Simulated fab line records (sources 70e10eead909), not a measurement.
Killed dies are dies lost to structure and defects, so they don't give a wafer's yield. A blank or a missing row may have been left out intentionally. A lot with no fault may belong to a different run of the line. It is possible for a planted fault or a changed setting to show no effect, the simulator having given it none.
Chamber matching -- flow nand-harc -- rie-diel-06 running NHARC_P_M1_DESCUM_14: 4 sister chambers
The step chemistry O2, time 3 s. 7 wafers are shown with their chamber, then 7 later ones without.

## WAFERS, EACH WITH ITS CHAMBER
wafer,chamber,drypump-motor-current-A (A),rf-vpp-V (V)
L990.6,3,5.81,57.2
L992.3,0,5.43,58.4
L995.6,1,5.32,57.1
L996.4,1,5.30,57.1
L996.6,0,5.43,58.1
L999.2,2,5.68,58.4
L999.5,2,5.70,59.1

## WAFERS MISSING THEIR CHAMBER
wafer,drypump-motor-current-A (A),rf-vpp-V (V)
L999.6,5.81,56.4
L104.4,5.43,56.5
L104.5,5.65,59.5
L104.6,5.29,59.7
L106.1,5.63,59.4
L106.3,5.29,58.0
L106.5,5.66,59.2

## CHAMBER TAKEN BY EACH
wafer,from the rows above,in truth
L999.6,3,3
L104.4,0,0
L104.5,2,2
L104.6,1,1
L106.1,2,2
L106.3,1,1
L106.5,2,2
Placed correctly: 7 of 7. Not placeable from these rows: 0. Number placed wrongly: 0.
How it was worked out, from the rows above alone: a wafer's distance from a chamber is the root of the sum, over the readings, of the square of ((its reading less the chamber's mean) divided by the reading's scatter). If the next closest chamber is less than 2 further off than the closest, the wafer can't be placed; otherwise it belongs to the closest. The mean given for a chamber averages the wafers shown for that chamber. The scatter: take each reading less its chamber's mean, square it, sum over the shown wafers, divide by the number of wafers less the number of chambers, and take the root.
